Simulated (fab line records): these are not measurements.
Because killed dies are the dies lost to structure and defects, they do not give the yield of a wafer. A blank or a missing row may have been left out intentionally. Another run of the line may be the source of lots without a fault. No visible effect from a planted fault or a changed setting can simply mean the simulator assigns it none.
The same fault as seen by 2 desks -- flow n5Finfet -- what lay behind the numbers comes last; until then each desk has only its own

AT THE TOOL OWNER'S DESK: rieDiel-02
The tool's own readings at N5_MIM_BOT_ETCH_ETCH_04 (etches SiNx in CF4/O2, target depth 26 nm, time 13 s): means of the sampled wafers that have a number, for each lot that ran on this tool. A lot is out of limits, marked OUT, if its mean lies more than 4 standard deviations from the usual mean; the brackets give that distance.
Columns: A = cf4FlowSccm at N5_MIM_BOT_ETCH_ETCH_04, usual 100.03 sccm; B = drypumpMotorCurrentA at N5_MIM_BOT_ETCH_ETCH_04, usual 6.1 A; C = oes_o_777_au at N5_MIM_BOT_ETCH_ETCH_04, usual 0.80 a.u.; D = oesProductAu at N5_MIM_BOT_ETCH_ETCH_04, usual 0.80 a.u.; E = rfVppV at N5_MIM_BOT_ETCH_ETCH_04, usual 239 V; F = showerheadPlenumPTorr at N5_MIM_BOT_ETCH_ETCH_04, usual 2.19 Torr; G = throttleValvePct at N5_MIM_BOT_ETCH_ETCH_04, usual 15.92 %
lot,first seen here,A,B,C,D,E,F,G
L556,day 13 09:59,100.09,6.2,0.89,0.91,244,2.17,15.85
L559,day 14 00:02,100.11,6.0,0.80,0.79,236,2.16,15.92
L557,day 14 04:21,99.72,6.5,0.81,0.81,245,2.13,15.98
L562,day 14 15:56,70.01 (-99 or more) OUT,6.0,1.08,0.68,226,1.92,14.76 (-7.3) OUT
L563,day 15 00:44,69.86 (-99 or more) OUT,6.1,1.12,0.70,224,1.96,14.77 (-7.2) OUT
L566,day 15 22:53,69.98 (-99 or more) OUT,6.1,1.11,0.71,223,1.96,14.79 (-7.0) OUT
L574,day 18 14:19,100.08,6.0,0.88,0.86,234,2.12,15.76
Finding of this desk: L562, L563, L566 out of limits; the first was L562 at day 14 15:56, on cf4FlowSccm at N5_MIM_BOT_ETCH_ETCH_04. L556, L559, L557, L574: within limits.

FROM THE METROLOGY DESK
What the gauges read for every lot (on any tool): the sampled wafers with a number, averaged. A lot is out of limits, marked OUT, if its mean lies more than 4 standard deviations from the usual mean; the brackets give that distance.
Columns: A = M15_RS at N5_BEOL_M15_RS_MEAS_54, usual 0.0217 ohm/sq
lot,first seen here,A
L552,day 12 05:31,0.0220
L556,day 13 03:40,0.0216
L559,day 13 18:45,0.0215
L557,day 13 22:34,0.0214
L561,day 14 07:50,0.0219
L562,day 14 08:07,0.0218
L563,day 14 17:23,0.0219
L566,day 15 19:10,0.0220
L571,day 16 17:59,0.0216
L575,day 17 23:55,0.0221
L574,day 18 10:11,0.0217
This desk's finding: nothing out of limits on any of the 11 lots.

BROUGHT TOGETHER
An alarm could have come from the tool owner's desk at day 14 15:56, on L562, L563, L566.
The metrology desk saw nothing out of limits.
The metrology desk holds a record of L562, L563, L566, inside its limits.
All the named lots went through N5_MIM_BOT_ETCH_ETCH_04 on rieDiel-02.

WHAT THE SIMULATOR HAD INSERTED
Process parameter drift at N5_MIM_BOT_ETCH_ETCH_04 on rieDiel-02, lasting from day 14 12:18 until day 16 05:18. Setting cf4FlowSccm, moved by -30, from 100. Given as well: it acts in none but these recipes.
Shown lots that were struck: L562, L563, L566.
Delay in hours, fault start to first out-of-limits reading, by desk: the tool owner's desk at 4.
